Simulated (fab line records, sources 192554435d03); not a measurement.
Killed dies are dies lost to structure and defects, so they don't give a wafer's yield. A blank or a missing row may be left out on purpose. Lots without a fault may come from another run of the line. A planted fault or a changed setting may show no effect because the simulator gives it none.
Split-lot experiment | flow n5_finfet | 7 lots, 39 wafers read, on a route of 1938 steps

THE SPLIT
At N5_BEOL_M5_TRENCH_ETCH_37 (etches SiCOH lowk in C4F6/O2, target depth 71.652 nm, time 24.7 s), the setting target_depth_a was moved away from the recipe's 716.52 angstrom on 9 of the 39 wafers read, by -55.7% to +48.4%. The other wafers ran this setting at the recipe's value.

FROM THE SPLIT TO THE READING: what the file shows between them, 8 steps
- N5_BEOL_M5_ETCH_41: etches SiCN in CH3F/O2, target depth 31.5 nm, time 56.7 s
- N5_BEOL_M5_STRIP_91: strips in N2/H2, time 10 s
- N5_BEOL_M5_OCD_MEAS_38
- N5_BEOL_M5_HM_STRIP_39: strips TiN in peroxide tin strip, target depth 25 nm, time 158 s
- N5_BEOL_M5_SRD_40: time 30 s
- N5_BEOL_M5_ECD_50: material Cu, target thk 300 nm
- N5_BEOL_M5_ANNEAL_51: time 90 s
- N5_BEOL_M5_CMP_52: polishes, stops on SiCOH lowk, t overpolish 6.9 s, target thk 62 nm

THE READING
M5_THK, in nm, at N5_BEOL_M5_THK_MEAS_53 (measures by xrf). Fault-free wafers of this fab line usually give 60.2 nm, standard deviation 1.7 nm.

wafer  | tool, chamber at the split | target_depth_a as run, angstrom | against the recipe | M5_THK, nm | against lot-mates on the recipe
L074.1 | rie_diel-04, 1             | 716.52                          | recipe             | 60.8       | -
L074.2 | rie_diel-04, 0             | 716.52                          | recipe             | 57.2       | -
L074.3 | rie_diel-04, 3             | 716.52                          | recipe             | 58.6       | -
L074.4 | rie_diel-04, 3             | 716.52                          | recipe             | 57.9       | -
L074.5 | rie_diel-04, 0             | 716.52                          | recipe             | 58.4       | -
L074.6 | rie_diel-04, 1             | 716.52                          | recipe             | 59.9       | -
L080.1 | rie_diel-01, 1             | 716.52                          | recipe             | 59.7       | -
L080.2 | rie_diel-01, 3             | 716.52                          | recipe             | 60.0       | -
L080.3 | rie_diel-01, 2             | 716.52                          | recipe             | 57.9       | -
L080.4 | rie_diel-01, 0             | 716.52                          | recipe             | 61.0       | -
L080.5 | rie_diel-01, 1             | 716.52                          | recipe             | 60.4       | -
L080.6 | rie_diel-01, 0             | 716.52                          | recipe             | 59.8       | -
L086.2 | rie_diel-01, 2             | 716.52                          | recipe             | 61.8       | -
L086.3 | rie_diel-01, 0             | 716.52                          | recipe             | 60.2       | -
L086.6 | rie_diel-01, 0             | 716.52                          | recipe             | 60.7       | -
L090.1 | rie_diel-05, 3             | 716.52                          | recipe             | 63.3       | -
L090.2 | rie_diel-05, 2             | 716.52                          | recipe             | 62.7       | -
L090.3 | rie_diel-05, 1             | 461.1                           | -35.6%             | 37.5       | -24.5
L090.4 | rie_diel-05, 0             | 716.52                          | recipe             | 60.0       | -
L090.5 | rie_diel-05, 1             | 461.1                           | -35.6%             | 35.6       | -26.4
L090.6 | rie_diel-05, 2             | 461.1                           | -35.6%             | 36.5       | -25.5
L093.1 | rie_diel-04, 0             | 317.5                           | -55.7%             | 20.1       | -39.6
L093.2 | rie_diel-04, 3             | 716.52                          | recipe             | 58.5       | -
L093.3 | rie_diel-04, 2             | 716.52                          | recipe             | 61.5       | -
L093.4 | rie_diel-04, 1             | 317.5                           | -55.7%             | 22.9       | -36.8
L093.5 | rie_diel-04, 3             | 716.52                          | recipe             | 59.0       | -
L093.6 | rie_diel-04, 2             | 317.5                           | -55.7%             | 21.1       | -38.6
L095.1 | rie_diel-04, 3             | 1063                            | +48.4%             | 90.6       | +30.4
L095.2 | rie_diel-04, 1             | 716.52                          | recipe             | 61.2       | -
L095.3 | rie_diel-04, 0             | 716.52                          | recipe             | 59.0       | -
L095.4 | rie_diel-04, 2             | 716.52                          | recipe             | 60.5       | -
L095.5 | rie_diel-04, 2             | 1063                            | +48.4%             | 95.7       | +35.5
L095.6 | rie_diel-04, 3             | 1063                            | +48.4%             | 90.6       | +30.4
L097.1 | rie_diel-04, 2             | 716.52                          | recipe             | 60.7       | -
L097.2 | rie_diel-04, 0             | 716.52                          | recipe             | 59.4       | -
L097.3 | rie_diel-04, 1             | 716.52                          | recipe             | 63.7       | -
L097.4 | rie_diel-04, 1             | 716.52                          | recipe             | 62.8       | -
L097.5 | rie_diel-04, 0             | 716.52                          | recipe             | 61.3       | -
L097.6 | rie_diel-04, 2             | 716.52                          | recipe             | 61.5       | -

THE FIT
A straight line over all 39 wafers: M5_THK changes by +0.679 nm for each +1% of target_depth_a; r = +0.99; the points scatter about the line by 1.7 nm.
The same after taking each lot's own level away (the mean of its wafers on the recipe; 39 wafers): +0.683 nm for each +1%; r = +1.00; scatter 1.4 nm.
On that fit, the largest move of target_depth_a shifts the reading by 38 nm.
The lots' own levels span 58.80 to 62.00 nm, that is 1.9 times the standard deviation above.
So the lot-to-lot level changes the slope little: the two slopes agree.
Check: with one of the wafers moved furthest among these (-55.7%) left out of the fit, the line predicts -38 nm for it against its lot-mates. It came out at -39.6 nm against them.

THE WHOLE CHAIN: every reading that the file lists as answering this split, in the file's order
step                      | what it does                                                        | reading                                                                          | change (the file's fit)                                                              | r (the file's)
N5_BEOL_M5_TRENCH_ETCH_37 | etches SiCOH lowk in C4F6/O2, target depth 71.652 nm, time 24.7 s   | BEOL_M5.feature_depth_nm (the simulator's own value, which no gauge read)        | +0.687 nm for each +1% of the setting                                                | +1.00
N5_BEOL_M5_TRENCH_ETCH_37 | etches SiCOH lowk in C4F6/O2, target depth 71.652 nm, time 24.7 s   | etch.depth_nm (the simulator's own value, which no gauge read)                   | +0.687 nm for each +1% of the setting                                                | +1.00
N5_BEOL_M5_TRENCH_ETCH_37 | etches SiCOH lowk in C4F6/O2, target depth 71.652 nm, time 24.7 s   | TiN_of_BEOL_M5_HM_DEP_02.thk_nm (the simulator's own value, which no gauge read) | -0.0196 nm for each +1% of the setting                                               | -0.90
N5_BEOL_M5_OCD_MEAS_38    |                                                                     | trench_depth_nm                                                                  | +0.687 nm for each +1% of the setting                                                | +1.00
N5_BEOL_M5_CMP_52         | polishes, stops on SiCOH lowk, t overpolish 6.9 s, target thk 62 nm | Cu_of_BEOL_M5_ECD_50.thk_nm (the simulator's own value, which no gauge read)     | +0.693 nm for each +1% of the setting                                                | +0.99
N5_BEOL_M5_THK_MEAS_53    | measures by xrf                                                     | M5_THK                                                                           | +0.684 for each +1% of the setting                                                   | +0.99
N5_BEOL_M5_RS_MEAS_57     | measures by four-point-probe                                        | M5_RS                                                                            | not straight: 1.516 at the lowest setting, 0.390 at the recipe, 0.237 at the highest | not given

THE FILE'S OWN FIT
M5_THK changes by +0.684 nm for each +1% of target_depth_a, r = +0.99.
